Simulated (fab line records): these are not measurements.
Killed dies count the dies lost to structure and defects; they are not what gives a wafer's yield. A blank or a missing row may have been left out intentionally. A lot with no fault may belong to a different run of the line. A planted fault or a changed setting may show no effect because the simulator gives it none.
fab line records ; flow n5Finfet
record lots=10; wafers=28; lastDay=18
route steps=1938 shown BEOL_M3@971 BEOL_M4@1111
lots untouched by any fault: they come from a run of this same line in which no faults occurred
startH: the number of hours between the record's first day and the start of the first shown wafer of the lot ; waitH: hours from the lot's prior step to this one ; " the same as in the row above ; L1.1+2: one row covering several wafers at once ; - no value, or no start given ; * or withheld: withheld ; < > ~ a bound
route shown NAME@n: a module of which the file shows steps, and the number in the route of the first ; usual: mean and standard deviation over wafers with no fault ; same: alike in all rows ; chamber/n: place in a boat ; sites: readings site by site ; _std_site: standard deviation across them ; _edge_site: mean of outer sites minus mean of inner sites ; radiusMm: how far each site lies from the wafer's centre ; mask NAME#n: copy n ; behind: the most recent tool/chamber to have shaped the wafer ; hold: why the lot went on hold/how many hours it stayed there/how the hold came to an end ; device: the transistor (n, p or np) that didn't switch ; end of line: the same wafers' tests at the end of the route ; step lacking rows: just its recipe ; killed: at the first sort, the dies lost to defects and structure; wafer yield is something else ; map: per-die view of a wafer (x killed, . not killed, _ where there is no die)
set.NAME: the setting as run; set.NAME@STEP: as run at that earlier step ; model.NAME: the simulator's own value behind a step, which no gauge read
route steps across a sampled set of lots; one table per step, one row per wafer
services: a tool's chamber out of use, with start hour (startH, from the record's first day; less than 0 if before it), hours out, and reason
## steps
# step N5_BEOL_M3_ETCH_69
# recipe chemistry=CF4; target=SiARC; targetDepthA=156; maskMaterial=CAR-EUV; timeS=26; ionEnergyEv=80; pressureMtorr=40; sourceW=545; biasW=36; Ar_flow_sccm=100; cf4FlowSccm=100; ends=cleared
# usual drypumpMotorCurrentA=5.7/0.43; etchRfOnTimeS=26.0/0.59; oesProductAu=0.66/0.076; rfVppV=184.1/1.1; showerheadPlenumPTorr=2.14/0.066; throttleValvePct=15.61/0.24
lot.wafer;tool;chamber;startH;waitH;drypumpMotorCurrentA;etchRfOnTimeS;oesProductAu;rfHoursCounterH;rfVppV;showerheadPlenumPTorr;throttleValvePct
L109.4;rieDiel-01;3;146.03;0.0;5.9;25.8;0.72;95;186.1;2.25;15.48
L109.5;rieDiel-01;1;146.03;0.0;6.5;26.5;0.76;-;184.4;2.11;15.40
L109.6;rieDiel-01;0;146.03;0.0;5.4;25.5;0.69;-;184.4;2.17;15.85
L114.3;rieDiel-06;3;181.89;0.0;5.5;24.8;0.76;35;185.4;2.17;15.29
L114.4;rieDiel-06;1;181.89;0.0;5.5;25.7;0.58;-;184.1;2.10;15.62
L114.6;rieDiel-06;2;181.89;0.0;5.2;25.6;0.62;-;184.0;2.22;15.89
L116.1;rieDiel-06;1;195.53;0.0;5.5;25.9;0.57;247;183.0;2.10;15.62
L116.3;rieDiel-06;2;195.53;0.0;5.2;26.0;0.61;196;184.1;2.22;15.90
L116.5;rieDiel-06;3;195.53;0.0;5.5;25.0;0.76;-;183.7;2.17;15.32
L117.1;rieDiel-01;1;203.06;0.0;6.4;26.6;0.74;39;184.4;2.10;15.43
L117.2;rieDiel-01;0;203.06;0.0;5.3;25.8;0.68;89;185.5;2.16;15.87
L117.3;rieDiel-01;2;203.06;0.0;5.6;25.8;0.61;187;183.6;2.13;15.45
L122.2;rieDiel-01;1;231.21;0.0;6.5;26.9;0.73;48;181.9;2.10;15.45
L122.5;rieDiel-01;2;231.21;0.0;5.6;19.5;0.72;-;185.3;2.13;15.47
L122.6;rieDiel-01;3;231.21;0.0;5.9;26.2;0.69;-;185.4;2.24;15.54
L123.3;rieDiel-01;3;231.49;0.0;5.9;20.0;0.81;115;183.9;2.24;15.56
L123.6;rieDiel-01;0;231.49;0.0;5.4;25.7;0.67;-;182.3;2.16;15.88
L126.1;rieDiel-02;1;248.77;0.0;5.2;25.8;0.64;185;183.7;2.04;15.34
L126.3;rieDiel-02;2;248.77;0.0;5.8;26.3;0.60;215;185.9;2.20;15.79
L126.6;rieDiel-02;3;248.77;0.0;6.4;27.2;0.55;-;182.8;2.10;15.76
L130.1;rieDiel-02;2;284.09;0.0;5.8;26.2;0.59;228;185.7;2.19;15.82
L130.3;rieDiel-02;0;284.09;0.0;5.9;25.1;0.81;13;186.4;2.27;15.71
L132.2;rieDiel-02;0;287.90;0.0;5.9;25.0;0.79;14;184.9;2.27;15.73
L132.4;rieDiel-02;2;287.90;0.0;5.8;26.4;0.59;229;185.7;2.19;15.81
L132.6;rieDiel-02;0;287.90;0.0;5.9;25.2;0.80;-;184.8;2.27;15.73
L131.1;rieDiel-02;0;290.09;0.0;5.9;25.2;0.80;14;184.5;2.27;15.72
L131.2;rieDiel-02;3;290.09;0.0;6.4;27.3;0.82;1;184.9;2.10;15.28
L131.3;rieDiel-02;1;290.09;0.0;5.2;26.3;0.61;200;182.7;2.04;15.37
# step N5_BEOL_M3_VIA_ETCH_34
# recipe chemistry=C4F6/O2; targetDepthA=694; maskMaterial=SOC; pressureMtorr=15; ionEnergyEv=250; taperDeg=4; timeS=65.9; sourceW=350; biasW=170; Ar_flow_sccm=300; C4F6_flow_sccm=10; O2_flow_sccm=10
# usual O2_flow_sccm=10.00/0.031; drypumpMotorCurrentA=5.7/0.4; oesProductAu=0.78/0.096; rfVppV=663/9.4; showerheadPlenumPTorr=2.85/0.084; throttleValvePct=30.74/0.29
# same timeS=65.9
lot.wafer;tool;chamber;startH;waitH;O2_flow_sccm;drypumpMotorCurrentA;oesProductAu;rfHoursCounterH;rfVppV;showerheadPlenumPTorr;throttleValvePct
L109.4;rieDiel-06;2;148.76;0.0;10.03;5.2;0.73;180;669;2.96;31.20
L109.5;rieDiel-06;0;148.76;0.0;10.03;5.9;0.69;-;655;2.79;30.61
L109.6;rieDiel-06;1;148.76;0.0;9.96;5.4;0.68;-;673;2.81;30.54
L114.3;rieDiel-02;2;188.40;0.0;10.02;5.8;0.71;194;659;2.91;30.59
L114.4;rieDiel-02;0;188.40;0.0;9.99;5.9;0.68;236;667;2.71;31.22
L114.6;rieDiel-02;0;188.40;0.0;9.95;6.0;0.69;-;668;2.71;31.22
L116.1;rieDiel-06;1;197.54;0.0;10.02;5.5;0.66;247;673;2.81;30.55
L116.3;rieDiel-06;3;197.54;0.0;10.01;5.5;0.87;41;665;2.89;30.54
L116.5;rieDiel-06;1;197.54;0.0;10.03;5.5;0.67;-;674;2.81;30.55
L117.1;rieDiel-01;1;203.55;0.0;10.00;6.4;0.88;39;673;2.80;30.87
L117.2;rieDiel-01;0;203.55;0.0;9.98;5.4;0.81;89;669;2.87;31.00
L117.3;rieDiel-01;2;203.55;0.0;9.93;5.6;0.73;188;661;2.84;30.50
L122.2;rieDiel-06;3;235.44;0.0;10.01;5.5;0.86;54;665;2.88;30.54
L122.5;rieDiel-06;2;235.44;0.0;10.02;5.2;0.70;-;669;2.95;31.22
L122.6;rieDiel-06;1;235.44;0.0;10.00;5.4;0.99;-;674;2.80;30.34
L123.3;rieDiel-02;2;235.57;0.0;10.00;5.8;0.70;209;659;2.90;30.62
L123.6;rieDiel-02;3;235.57;0.0;10.00;6.4;0.65;-;647;2.79;30.71
L126.1;rieDiel-02;2;257.62;0.0;10.01;5.8;0.70;218;656;2.90;30.62
L126.3;rieDiel-02;0;257.62;0.0;9.97;5.9;0.98;2;678;3.04;31.27
L126.6;rieDiel-02;1;257.62;0.0;10.00;5.2;0.73;-;646;2.71;30.36
L130.1;rieDiel-06;2;295.32;0.0;9.98;5.2;0.69;230;668;2.94;31.26
L130.3;rieDiel-06;3;295.32;0.0;9.96;5.5;0.84;75;663;2.87;30.57
L131.1;rieDiel-01;2;295.71;0.0;9.94;5.6;0.70;216;659;2.82;30.53
L131.2;rieDiel-01;1;295.71;0.0;10.00;6.4;0.83;68;673;2.78;30.89
L131.3;rieDiel-01;3;295.71;0.0;9.96;5.9;0.78;135;660;2.95;30.67
L132.2;rieDiel-06;3;298.46;0.0;10.00;5.5;0.83;75;664;2.87;30.57
L132.4;rieDiel-06;0;298.46;0.0;10.06;5.9;0.88;33;654;2.77;30.74
L132.6;rieDiel-06;1;298.46;0.0;10.03;5.5;0.93;-;673;2.80;30.36
# step N5_BEOL_M3_OCD_MEAS_38
# usual trenchDepthNm=55.4/1
lot.wafer;tool;chamber;startH;waitH;trenchDepthNm
L109.4;ocd-02;-;149.02;-;55.7
L109.5;ocd-02;-;149.02;-;53.5
L109.6;ocd-02;-;149.02;-;55.5
L114.3;ocd-02;-;188.66;-;53.9
L114.4;ocd-02;-;188.66;-;55.8
L114.6;ocd-02;-;188.66;-;55.3
L116.1;ocd-02;-;197.80;-;54.6
L116.3;ocd-02;-;197.80;-;56.0
L116.5;ocd-02;-;197.80;-;55.0
L117.1;ocd-01;-;203.80;-;55.7
L117.2;ocd-01;-;203.80;-;56.6
L117.3;ocd-01;-;203.80;-;55.4
L122.2;ocd-02;-;235.70;-;57.0
L122.5;ocd-02;-;235.70;-;56.0
L122.6;ocd-02;-;235.70;-;55.8
L123.3;ocd-01;-;235.82;-;55.4
L123.6;ocd-01;-;235.82;-;52.7
L126.1;ocd-01;-;257.87;-;53.5
L126.3;ocd-01;-;257.87;-;57.3
L126.6;ocd-01;-;257.87;-;54.9
L130.1;ocd-02;-;295.57;-;55.1
L130.3;ocd-02;-;295.57;-;56.6
L131.1;ocd-02;-;295.96;-;55.4
L131.2;ocd-02;-;295.96;-;54.0
L131.3;ocd-02;-;295.96;-;54.1
L132.2;ocd-02;-;298.71;-;56.8
L132.4;ocd-02;-;298.71;-;56.0
L132.6;ocd-02;-;298.71;-;56.2
# step N5_BEOL_M3_CD_MEAS_35
# recipe targetCdNm=18; targetCdYNm=21; polarity=opening
# usual cdNm=18.0/0.35
lot.wafer;tool;chamber;startH;waitH;cdNm
L109.4;cdSem-01;-;149.18;0.0;18.2
L109.5;cdSem-01;-;149.18;0.0;18.2
L109.6;cdSem-01;-;149.18;0.0;18.0
L114.3;cdSem-03;-;188.81;0.0;17.6
L114.4;cdSem-03;-;188.81;0.0;18.0
L114.6;cdSem-03;-;188.81;0.0;18.1
L116.1;cdSem-03;-;197.95;0.0;18.1
L116.3;cdSem-03;-;197.95;0.0;17.9
L116.5;cdSem-03;-;197.95;0.0;18.1
L117.1;cdSem-02;-;203.95;0.0;18.2
L117.2;cdSem-02;-;203.95;0.0;17.9
L117.3;cdSem-02;-;203.95;0.0;18.1
L122.2;cdSem-01;-;235.85;0.0;18.1
L122.5;cdSem-01;-;235.85;0.0;18.4
L122.6;cdSem-01;-;235.85;0.0;17.4
L123.3;cdSem-02;-;235.98;0.0;18.2
L123.6;cdSem-02;-;235.98;0.0;18.1
L126.1;cdSem-02;-;258.03;0.0;17.9
L126.3;cdSem-02;-;258.03;0.0;17.4
L126.6;cdSem-02;-;258.03;0.0;18.2
L130.1;cdSem-03;-;295.72;0.0;18.0
L130.3;cdSem-03;-;295.72;0.0;17.6
L131.1;cdSem-02;-;296.13;0.0;18.0
L131.2;cdSem-02;-;296.13;0.0;18.1
L131.3;cdSem-02;-;296.13;0.0;17.3
L132.2;cdSem-03;-;298.87;0.0;18.7
L132.4;cdSem-03;-;298.87;0.0;18.0
L132.6;cdSem-03;-;298.87;0.0;18.3
# step N5_BEOL_M4_RC_MEAS_101
# usual DIBL_N=36.5/1.8; DIBL_P=36.5/2.1; IOFF_N=0.17/0.031; IOFF_P=0.22/0.036; ION_N=677/11; ION_P=463/8; SS_N=71.6/0.61; SS_P=73.3/0.63; VT_N=249/3.1; VT_P=-250/3.3
lot.wafer;tool;chamber;startH;waitH;DIBL_N[mV/V];DIBL_P[mV/V];IOFF_N[nA/um];IOFF_P[nA/um];ION_N[uA/um];ION_P[uA/um];SS_N[mV/dec];SS_P[mV/dec];VT_N[mV];VT_P[mV]
L109.4;prober-02;0;166.55;0.5;33.8;32.6;0.12;0.15;655;446;71.0;72.9;253;-257
L109.5;prober-02;0;166.55;0.5;35.2;34.7;0.15;0.20;672;457;71.0;73.3;248;-250
L109.6;prober-02;0;166.55;0.5;33.9;32.7;0.13;0.16;659;447;70.7;71.9;253;-255
L114.3;prober-01;0;202.24;0.3;38.5;38.5;0.21;0.26;694;476;72.0;73.7;242;-245
L114.4;prober-01;0;202.24;0.3;34.7;34.7;0.14;0.20;681;468;71.0;72.8;250;-248
L114.6;prober-01;0;202.24;0.3;36.1;35.5;0.15;0.20;679;469;71.7;73.1;250;-249
L116.1;prober-01;0;211.96;0.0;36.8;35.8;0.16;0.21;675;460;71.4;73.3;248;-249
L116.3;prober-01;0;211.96;0.0;33.8;32.8;0.12;0.16;673;459;71.0;72.4;251;-254
L116.5;prober-01;0;211.96;0.0;35.6;34.7;0.15;0.19;670;461;71.0;72.5;249;-248
L117.1;prober-02;0;219.61;0.0;35.0;34.7;0.15;0.20;676;462;71.1;73.3;247;-251
L117.2;prober-02;0;219.61;0.0;35.3;34.6;0.16;0.20;677;465;70.5;72.5;246;-251
L117.3;prober-02;0;219.61;0.0;36.3;35.7;0.16;0.21;678;462;71.2;73.3;250;-251
L122.2;prober-02;0;247.60;0.2;38.1;37.8;0.17;0.20;675;452;72.2;73.4;251;-251
L122.5;prober-02;0;247.60;0.2;38.4;38.9;0.19;0.23;684;464;72.9;74.0;248;-251
L122.6;prober-02;0;247.60;0.2;34.5;34.7;0.12;0.16;672;462;71.4;73.6;252;-255
L123.3;prober-01;0;252.93;0.3;35.1;35.0;0.14;0.20;675;470;71.0;72.8;250;-250
L123.6;prober-01;0;252.93;0.3;35.0;35.1;0.14;0.21;684;471;71.4;72.9;249;-249
L126.1;prober-01;0;274.17;0.0;33.8;31.6;0.12;0.16;667;455;70.6;71.7;252;-252
L126.3;prober-01;0;274.17;0.0;37.1;35.1;0.19;0.22;681;460;71.2;73.0;245;-246
L126.6;prober-01;0;274.17;0.0;35.9;33.6;0.17;0.19;668;455;71.5;73.0;247;-251
L130.1;prober-02;0;309.07;0.0;33.1;32.2;0.11;0.17;649;458;70.5;72.9;253;-252
L130.3;prober-02;0;309.07;0.0;36.2;36.9;0.17;0.22;664;463;72.0;72.4;251;-249
L131.1;prober-02;0;312.77;0.0;36.9;37.0;0.17;0.25;673;465;71.8;73.1;247;-246
L131.2;prober-02;0;312.77;0.0;38.9;39.9;0.21;0.29;687;476;72.7;73.8;247;-243
L131.3;prober-02;0;312.77;0.0;35.3;35.8;0.16;0.22;683;472;71.2;72.8;250;-248
L132.2;prober-01;0;335.20;0.2;37.0;35.4;0.15;0.20;662;456;72.7;72.6;253;-251
L132.4;prober-01;0;335.20;0.2;40.1;39.8;0.20;0.28;673;465;72.6;74.4;251;-245
L132.6;prober-01;0;335.20;0.2;38.5;38.1;0.18;0.25;667;461;71.9;73.8;248;-247
## services
tool;chamber;startH;hours;kind
rieDiel-06;2;162.47;4.1;repair
rieDiel-01;-;165.45;15.6;pm
rieDiel-06;0;175.79;-;clean
rieDiel-06;0;175.79;-;consumableReplace:focusRing
rieDiel-06;0;175.79;25.3;scheduledDown
rieDiel-06;0;175.79;25.3;ventCycle
rieDiel-06;1;206.38;-;clean
rieDiel-06;1;206.38;-;consumableReplace:focusRing
rieDiel-06;1;206.38;20.7;scheduledDown
rieDiel-06;1;206.38;20.7;ventCycle
rieDiel-02;0;230.12;-;clean
rieDiel-02;0;230.12;-;consumableReplace:focusRing
rieDiel-02;0;230.12;-;consumableReplace:showerhead
rieDiel-02;0;230.12;22.2;scheduledDown
rieDiel-02;0;230.12;22.2;ventCycle
rieDiel-06;1;250.77;15.2;repair
rieDiel-02;3;253.91;-;clean
rieDiel-02;3;253.91;-;consumableReplace:focusRing
rieDiel-02;3;253.91;32.5;scheduledDown
rieDiel-02;3;253.91;32.5;ventCycle
## key
firstSign step=N5_BEOL_M3_ETCH_69; reading=etchRfOnTimeS; direction=down; sigmas=11; usual=*; struck=*
effect none on later readings
metAt N5_BEOL_M3_ETCH_69
struckLots L122,L123
struckWafers L122.5,L123.3
notActingAt N5_BEOL_M3_VIA_ETCH_34,N5_BEOL_M3_OCD_MEAS_38,N5_BEOL_M3_CD_MEAS_35
onsetBetween 203.06 231.21
fault kind=processParameterDrift; tool=rieDiel-01; chamber=-; onsetH=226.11; steps=N5_BEOL_M3_ETCH_69; channel=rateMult; offset=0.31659; shape=step; endH=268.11; scope=struckWafersOnly
